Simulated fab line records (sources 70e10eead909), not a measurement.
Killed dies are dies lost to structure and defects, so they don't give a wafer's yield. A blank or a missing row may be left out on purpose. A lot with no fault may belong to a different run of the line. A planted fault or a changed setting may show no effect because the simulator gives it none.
fab line records | flow nandHarc
[record] lots = 13 | wafers = 39 | lastDay = 24
route steps=1159 shown P_CONTACT@232 P_M0@260
lots untouched by any fault: they come from a run of this same line in which no faults occurred
startH: hours from the record's first day to the start of the lot's first wafer shown | waitH: hours elapsed since this lot's preceding step | " same as the row above | L1.1+2: a single row standing in for several wafers | - no value, or no start was given | * or withheld: withheld | < > ~ a bound
route shown NAME@n: names a module that has steps shown in the file, with the first one's number in the route | usual: mean and standard deviation over wafers with no fault | same: alike in all rows | chamber/n: place in a boat | sites: the reading at each site | _std_site: standard deviation across them | _edge_site: the outer-site mean with the inner-site mean subtracted | radiusMm: how far each site lies from the wafer's centre | mask NAME#n: copy n | behind: the most recent tool/chamber to have shaped the wafer | hold: the reason the lot was held/the length of the hold in hours/how it ended | device: transistor that didn't switch, given as n, p or np | end of line: the same wafers' tests at the end of the route | a step with no rows: only its recipe | killed: dies that structure and defects cost at the first sort, which is not the same as the wafer's yield | map: per-die view of a wafer (x killed, . not killed, _ where there is no die)
set.NAME: the setting as run; set.NAME@STEP: as run at that earlier step | model.NAME: the simulator's own value behind a step, which no gauge read
a sample of lots followed through the steps of the route, with each step as a table and each wafer as a row
services: the hour from which a tool's chamber was out of use, counted from the record's first day as startH (under 0 if before that day), plus the number of hours and why
[[steps]]
[step NHARC_P_CONTACT_CD_MEAS_12]
[recipe] targetCdNm = 90 | landingEnergyEv = 500
[usual] cdNm = 89.9/0.65
lot.wafer | tool     | chamber | startH | waitH | cdNm
L797.2    | cdSem-03 | 0       | 114.01 | -     | 88.6
L797.3    | "        | 0       | "      | "     | 89.8
L797.4    | "        | 0       | "      | "     | 89.7
L798.3    | cdSem-02 | 0       | 121.78 | -     | 88.8
L798.4    | "        | 0       | "      | "     | 89.7
L798.5    | "        | 0       | "      | "     | 90.2
L801.4    | cdSem-03 | 0       | 136.12 | -     | 90.0
L801.5    | "        | 0       | "      | "     | 89.7
L801.6    | "        | 0       | "      | "     | 88.8
L803.1    | cdSem-03 | 0       | 144.95 | -     | 89.5
L803.3    | "        | 0       | "      | "     | 89.7
L803.4    | "        | 0       | "      | "     | 90.0
L804.2    | cdSem-01 | 0       | 160.11 | -     | 89.5
L804.5    | "        | 0       | "      | "     | 89.8
L804.6    | "        | 0       | "      | "     | 89.4
L807.2    | cdSem-02 | 0       | 182.49 | -     | 90.2
L807.3    | "        | 0       | "      | "     | 90.5
L807.5    | "        | 0       | "      | "     | 90.4
L808.1    | cdSem-01 | 0       | 186.72 | -     | 89.1
L808.2    | "        | 0       | "      | "     | 90.2
L808.3    | "        | 0       | "      | "     | 88.5
L809.1    | cdSem-02 | 0       | 195.19 | -     | 90.8
L809.4    | "        | 0       | "      | "     | 89.9
L809.5    | "        | 0       | "      | "     | 90.3
L810.1    | cdSem-03 | 0       | 196.63 | -     | 88.8
L810.5    | "        | 0       | "      | "     | 89.4
L810.6    | "        | 0       | "      | "     | 90.0
L812.3    | cdSem-02 | 0       | 204.62 | -     | 89.8
L812.5    | "        | 0       | "      | "     | 89.9
L812.6    | "        | 0       | "      | "     | 89.5
L811.1    | cdSem-01 | 0       | 204.85 | -     | 89.8
L811.2    | "        | 0       | "      | "     | 88.8
L811.5    | "        | 0       | "      | "     | 90.2
L815.3    | cdSem-02 | 0       | 222.75 | -     | 89.1
L815.4    | "        | 0       | "      | "     | 90.1
L815.6    | "        | 0       | "      | "     | 90.0
L818.1    | cdSem-02 | 0       | 237.51 | -     | 91.1
L818.2    | "        | 0       | "      | "     | 91.6
L818.5    | "        | 0       | "      | "     | 90.1
[step NHARC_P_CONTACT_PVD_32]
[recipe] targetThkA = 50 | chamberPressurePa = 5 | powerW = 5000 | substrateTempC = 200 | timeS = 17.7 | material = Ti
[usual] throttleValvePct = 30.1/0.92
lot.wafer | tool          | chamber | startH | waitH | throttleValvePct
L797.3    | pvdSputter-02 | -       | -      | -     | 28.5
L797.4    | "             | -       | "      | "     | 30.0
L797.2    | "             | -       | "      | "     | 29.7
L798.3    | pvdSputter-02 | -       | -      | -     | 30.0
L798.4    | "             | -       | "      | "     | 29.7
L798.5    | "             | -       | "      | "     | 28.5
L801.4    | pvdSputter-01 | -       | -      | -     | 30.1
L801.5    | "             | -       | "      | "     | 30.6
L801.6    | "             | -       | "      | "     | 30.6
L803.4    | pvdSputter-01 | -       | -      | -     | 30.1
L803.3    | "             | -       | "      | "     | 30.6
L803.1    | "             | -       | "      | "     | 30.9
L804.2    | pvdSputter-02 | -       | -      | -     | 28.3
L804.6    | "             | -       | "      | "     | 28.5
L804.5    | "             | -       | "      | "     | 30.0
L807.3    | pvdSputter-01 | -       | -      | -     | 29.9
L807.2    | "             | -       | "      | "     | 30.2
L807.5    | "             | -       | "      | "     | 30.2
L808.1    | pvdSputter-01 | -       | -      | -     | 29.9
L808.3    | "             | -       | "      | "     | 30.1
L808.2    | "             | -       | "      | "     | 30.0
L809.4    | pvdSputter-02 | -       | -      | -     | 30.1
L809.1    | "             | -       | "      | "     | 29.6
L809.5    | "             | -       | "      | "     | 28.6
L810.1    | pvdSputter-03 | -       | -      | -     | 31.9
L810.5    | "             | -       | "      | "     | 29.7
L810.6    | "             | -       | "      | "     | 31.1
L812.3    | pvdSputter-03 | -       | -      | -     | 31.2
L812.6    | "             | -       | "      | "     | 31.2
L812.5    | "             | -       | "      | "     | 32.2
L811.1    | pvdSputter-02 | -       | -      | -     | 28.6
L811.2    | "             | -       | "      | "     | 30.2
L811.5    | "             | -       | "      | "     | 28.6
L815.4    | pvdSputter-02 | -       | -      | -     | 28.3
L815.3    | "             | -       | "      | "     | 30.7
L815.6    | "             | -       | "      | "     | 30.4
L818.2    | pvdSputter-01 | -       | -      | -     | 30.2
L818.1    | "             | -       | "      | "     | 29.7
L818.5    | "             | -       | "      | "     | 30.4
[step NHARC_P_CONTACT_CVD_23]
[recipe] targetThkA = 2000 | tempC = 300 | pressureTorr = 40 | wf6FlowSccm = 40 | h2FlowSccm = 1600 | arFlowSccm = 1560 | timeS = 557 | material = W
[usual] heaterPowerOuterW = 281/21 | heaterPowerW = 473/26 | mfcArSccm = 1559/4.5 | throttleValvePct = 7.9/0.37
lot.wafer | tool    | chamber | startH | waitH | heaterPowerOuterW | heaterPowerW | mfcArSccm | throttleValvePct
L797.2    | cvdW-02 | 0       | -      | -     | 248               | 438          | 1558      | 8.1
L797.3    | "       | 1       | "      | "     | 293               | 486          | 1557      | 7.4
L797.4    | "       | 0       | "      | "     | 239               | 440          | 1558      | 8.1
L798.4    | cvdW-01 | 1       | -      | -     | 298               | 464          | 1555      | 8.2
L798.3    | "       | 0       | "      | "     | 283               | 497          | 1565      | 7.6
L798.5    | "       | 1       | "      | "     | 296               | 457          | 1554      | 8.1
L801.4    | cvdW-02 | 1       | -      | -     | 284               | 482          | 1558      | 7.7
L801.6    | "       | 0       | "      | "     | 248               | 438          | 1563      | 7.7
L801.5    | "       | 1       | "      | "     | 299               | 485          | 1555      | 7.5
L803.1    | cvdW-02 | 0       | -      | -     | 242               | 447          | 1564      | 8.0
L803.3    | "       | 0       | "      | "     | 244               | 445          | 1558      | 7.9
L803.4    | "       | 1       | "      | "     | 293               | 486          | 1557      | 7.5
L804.2    | cvdW-02 | 1       | -      | -     | 283               | 488          | 1561      | 7.4
L804.5    | "       | 0       | "      | "     | 244               | 439          | 1561      | 8.1
L804.6    | "       | 1       | "      | "     | 280               | 493          | 1561      | 7.7
L807.2    | cvdW-01 | 0       | -      | -     | 293               | 514          | 1554      | 7.3
L807.3    | "       | 1       | "      | "     | 290               | 451          | 1559      | 8.2
L807.5    | "       | 1       | "      | "     | 301               | 474          | 1558      | 8.3
L808.1    | cvdW-01 | 0       | -      | -     | 292               | 503          | 1566      | 7.5
L808.2    | "       | 1       | "      | "     | 297               | 467          | 1556      | 8.2
L808.3    | "       | 1       | "      | "     | 299               | 462          | 1552      | 8.5
L809.1    | cvdW-01 | 0       | -      | -     | 285               | 473          | 1557      | 7.5
L809.4    | "       | 1       | "      | "     | 296               | 465          | 1562      | 8.1
L809.5    | "       | 0       | "      | "     | 284               | 494          | 1556      | 7.5
L810.1    | cvdW-01 | 1       | -      | -     | 297               | 468          | 1562      | 8.5
L810.5    | "       | 0       | "      | "     | 285               | 498          | 1560      | 7.6
L810.6    | "       | 1       | "      | "     | 296               | 459          | 1555      | 8.3
L811.2    | cvdW-01 | 1       | -      | -     | 294               | 481          | 1560      | 8.3
L811.1    | "       | 0       | "      | "     | 285               | 493          | 1557      | 7.4
L811.5    | "       | 0       | "      | "     | 287               | 493          | 1551      | 7.9
L812.3    | cvdW-02 | 1       | 215.09 | -     | 291               | 495          | 1558      | 7.8
L812.6    | "       | 1       | "      | "     | 291               | 491          | 1554      | 7.7
L812.5    | "       | 0       | "      | "     | 237               | 434          | 1557      | 7.8
L815.4    | cvdW-02 | 0       | -      | -     | 235               | 426          | 1566      | 7.8
L815.3    | "       | 1       | "      | "     | 292               | 498          | 1560      | 7.6
L815.6    | "       | 1       | "      | "     | 290               | 500          | 1557      | 7.7
L818.1    | cvdW-02 | 0       | -      | -     | 234               | 437          | 1560      | 7.5
L818.2    | "       | 1       | "      | "     | 295               | 508          | 1562      | 7.8
L818.5    | "       | 1       | "      | "     | 290               | 491          | 1561      | 7.9
[step NHARC_P_M0_EXPOSE_06]
[recipe] na = 1.35 | targetCdNm = 90 | doseMj = 81.28 | maskId = P_M0
[usual] exposureDoseMJCm2 = 81.23/0.087 | reticleTempC = 23.04/0.12
lot.wafer | tool           | chamber | startH | waitH | mask   | exposureDoseMJCm2 | reticleTempC
L797.2    | arfiScanner-02 | 0       | 118.10 | -     | P_M0#0 | 81.25             | 22.97
L797.3    | "              | 0       | "      | "     | P_M0#0 | 81.32             | 23.04
L797.4    | "              | 0       | "      | "     | P_M0#0 | 81.27             | 23.03
L798.3    | arfiScanner-02 | 0       | 129.61 | -     | P_M0#0 | 81.18             | 23.14
L798.4    | "              | 0       | "      | "     | P_M0#0 | 81.23             | 23.34
L798.5    | "              | 0       | "      | "     | P_M0#0 | 81.18             | 23.14
L801.4    | arfiScanner-01 | 0       | 143.75 | -     | P_M0#0 | 81.35             | 23.02
L801.5    | "              | 0       | "      | "     | P_M0#0 | 81.27             | 22.97
L801.6    | "              | 0       | "      | "     | P_M0#0 | 81.22             | 22.90
L803.1    | arfiScanner-01 | 0       | 150.96 | -     | P_M0#0 | 81.15             | 23.08
L803.3    | "              | 0       | "      | "     | P_M0#0 | 81.16             | 23.11
L803.4    | "              | 0       | "      | "     | P_M0#0 | 81.24             | 23.13
L804.2    | arfiScanner-03 | 0       | 170.81 | -     | P_M0#0 | 81.24             | 22.78
L804.5    | "              | 0       | "      | "     | P_M0#0 | 81.06             | 22.82
L804.6    | "              | 0       | "      | "     | P_M0#0 | 81.27             | 23.00
L807.2    | arfiScanner-01 | 0       | 193.49 | -     | P_M0#0 | 81.13             | 23.15
L807.3    | "              | 0       | "      | "     | P_M0#0 | 81.30             | 23.02
L807.5    | "              | 0       | "      | "     | P_M0#0 | 81.16             | 23.11
L808.1    | arfiScanner-03 | 0       | 194.59 | -     | P_M0#0 | 81.43             | 22.84
L808.2    | "              | 0       | "      | "     | P_M0#0 | 81.16             | 23.04
L808.3    | "              | 0       | "      | "     | P_M0#0 | 81.24             | 23.01
L809.1    | arfiScanner-03 | 0       | 199.14 | -     | P_M0#0 | 81.31             | 23.20
L809.4    | "              | 0       | "      | "     | P_M0#0 | 81.27             | 23.21
L809.5    | "              | 0       | "      | "     | P_M0#0 | 81.18             | 23.20
L810.1    | arfiScanner-02 | 0       | 201.30 | -     | P_M0#0 | 81.16             | 22.87
L810.5    | "              | 0       | "      | "     | P_M0#0 | 81.18             | 22.87
L810.6    | "              | 0       | "      | "     | P_M0#0 | 81.21             | 22.71
L812.3    | arfiScanner-03 | 0       | 216.73 | -     | P_M0#0 | 81.23             | 23.04
L812.5    | "              | 0       | "      | "     | P_M0#0 | 81.27             | 23.20
L812.6    | "              | 0       | "      | "     | P_M0#0 | 81.13             | 23.12
L811.1    | arfiScanner-02 | 0       | 216.87 | -     | P_M0#0 | 81.07             | 23.04
L811.2    | "              | 0       | "      | "     | P_M0#0 | 81.23             | 23.03
L811.5    | "              | 0       | "      | "     | P_M0#0 | 81.29             | 23.05
L815.3    | arfiScanner-01 | 0       | 226.80 | -     | P_M0#0 | 81.12             | 22.99
L815.4    | "              | 0       | "      | "     | P_M0#0 | 81.15             | 22.98
L815.6    | "              | 0       | "      | "     | P_M0#0 | 81.17             | 23.09
L818.1    | arfiScanner-03 | 0       | 241.72 | -     | P_M0#0 | 62.32             | 23.17
L818.2    | "              | 0       | "      | "     | P_M0#0 | 62.27             | 23.01
L818.5    | "              | 0       | "      | "     | P_M0#0 | 62.30             | 22.97
[step NHARC_P_M0_CD_MEAS_09]
[recipe] targetCdNm = 90 | landingEnergyEv = 500
[usual] cdNm = 90.0/0.67
lot.wafer | tool     | chamber | startH | waitH | cdNm
L797.2    | cdSem-01 | 0       | 118.25 | -     | 89.8
L797.3    | "        | 0       | "      | "     | 90.7
L797.4    | "        | 0       | "      | "     | 90.2
L798.3    | cdSem-01 | 0       | 129.74 | -     | 90.0
L798.4    | "        | 0       | "      | "     | 90.7
L798.5    | "        | 0       | "      | "     | 89.7
L801.4    | cdSem-02 | 0       | 143.89 | -     | 90.2
L801.5    | "        | 0       | "      | "     | 88.8
L801.6    | "        | 0       | "      | "     | 89.1
L803.1    | cdSem-02 | 0       | 151.10 | -     | 90.6
L803.3    | "        | 0       | "      | "     | 90.5
L803.4    | "        | 0       | "      | "     | 90.6
L804.2    | cdSem-02 | 0       | 170.95 | -     | 90.3
L804.5    | "        | 0       | "      | "     | 90.2
L804.6    | "        | 0       | "      | "     | 89.7
L807.2    | cdSem-02 | 0       | 193.63 | -     | 90.4
L807.3    | "        | 0       | "      | "     | 91.2
L807.5    | "        | 0       | "      | "     | 90.5
L808.1    | cdSem-02 | 0       | 194.73 | -     | 90.3
L808.2    | "        | 0       | "      | "     | 90.2
L808.3    | "        | 0       | "      | "     | 90.8
L809.1    | cdSem-03 | 0       | 199.28 | -     | 89.7
L809.4    | "        | 0       | "      | "     | 89.0
L809.5    | "        | 0       | "      | "     | 89.2
L810.1    | cdSem-02 | 0       | 201.44 | -     | 90.7
L810.5    | "        | 0       | "      | "     | 90.2
L810.6    | "        | 0       | "      | "     | 90.8
L812.3    | cdSem-01 | 0       | 216.86 | -     | 90.5
L812.5    | "        | 0       | "      | "     | 89.5
L812.6    | "        | 0       | "      | "     | 90.0
L811.1    | cdSem-03 | 0       | 217.01 | -     | 89.2
L811.2    | "        | 0       | "      | "     | 90.5
L811.5    | "        | 0       | "      | "     | 90.2
L815.3    | cdSem-03 | 0       | 226.93 | -     | 90.2
L815.4    | "        | 0       | "      | "     | 89.3
L815.6    | "        | 0       | "      | "     | 89.9
L818.1    | cdSem-02 | 0       | 241.86 | -     | 73.8
L818.2    | "        | 0       | "      | "     | 73.4
L818.5    | "        | 0       | "      | "     | 74.6
[[services]]
tool           | chamber | startH | hours | kind
pvdSputter-02  | -       | 100.39 | 1.8   | repair
pvdSputter-03  | -       | 113.75 | 10.0  | pm
cvdW-01        | -       | 114.91 | 13.0  | pm
cvdW-01        | 0       | 114.91 | 13.0  | ventCycle
cvdW-01        | 1       | 114.91 | 13.0  | ventCycle
cvdW-01        | 0       | 127.91 | -     | clean
cvdW-01        | 1       | 127.91 | -     | clean
arfiScanner-02 | -       | 130.00 | 0.8   | repair
pvdSputter-03  | -       | 137.46 | 9.7   | repair
arfiScanner-03 | -       | 140.00 | 4.0   | pm
cvdW-02        | 0       | 155.66 | 8.2   | repair
pvdSputter-01  | -       | 158.00 | 10.0  | pm
arfiScanner-02 | 0       | 165.08 | -     | calibration
arfiScanner-01 | 0       | 174.60 | -     | calibration
arfiScanner-03 | -       | 193.35 | 0.6   | repair
arfiScanner-01 | -       | 196.00 | 4.0   | pm
arfiScanner-03 | 0       | 197.59 | -     | calibration
cvdW-02        | -       | 201.17 | 13.0  | pm
cvdW-02        | 0       | 201.17 | 13.0  | ventCycle
cvdW-02        | 1       | 201.17 | 13.0  | ventCycle
pvdSputter-02  | -       | 214.00 | 10.0  | pm
cvdW-02        | 0       | 214.17 | -     | clean
cvdW-02        | 1       | 214.17 | -     | clean
[[key]]
[firstSign] step = NHARC_P_M0_EXPOSE_06 | reading = exposureDoseMJCm2 | direction = down | sigmas = 99+ | usual = 81.23 | struck = 62.30
[effect] step = NHARC_P_M0_CD_MEAS_09 | reading = cdNm | direction = down | sigmas = 24 | usual = 90.0 | struck = 74.0
metAt NHARC_P_M0_EXPOSE_06
struckLots L818
laterRowsLeftOut L818.1,L818.2
sortLeftOut L818.1,L818.2,L818.5
notActingAt NHARC_P_CONTACT_CD_MEAS_12,NHARC_P_CONTACT_PVD_32,NHARC_P_CONTACT_CVD_23
onsetBetween 216.73 241.72
[fault] kind = processParameterDrift | tool = arfiScanner-03 | chamber = - | onsetH = 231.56 | steps = NHARC_P_M0_EXPOSE_06 | channel = doseMj | offset = -18.907 | shape = step | actsIn = theseRecipesOnly | stated = 81.28
// sortLeftOut: the simulated sort isn't trusted on such a fault, so these wafers' sort isn't shown, and their yield isn't known
// laterRowsLeftOut: the simulator's readings of these wafers behind a module that went badly wrong aren't trusted and aren't shown, but for the sort
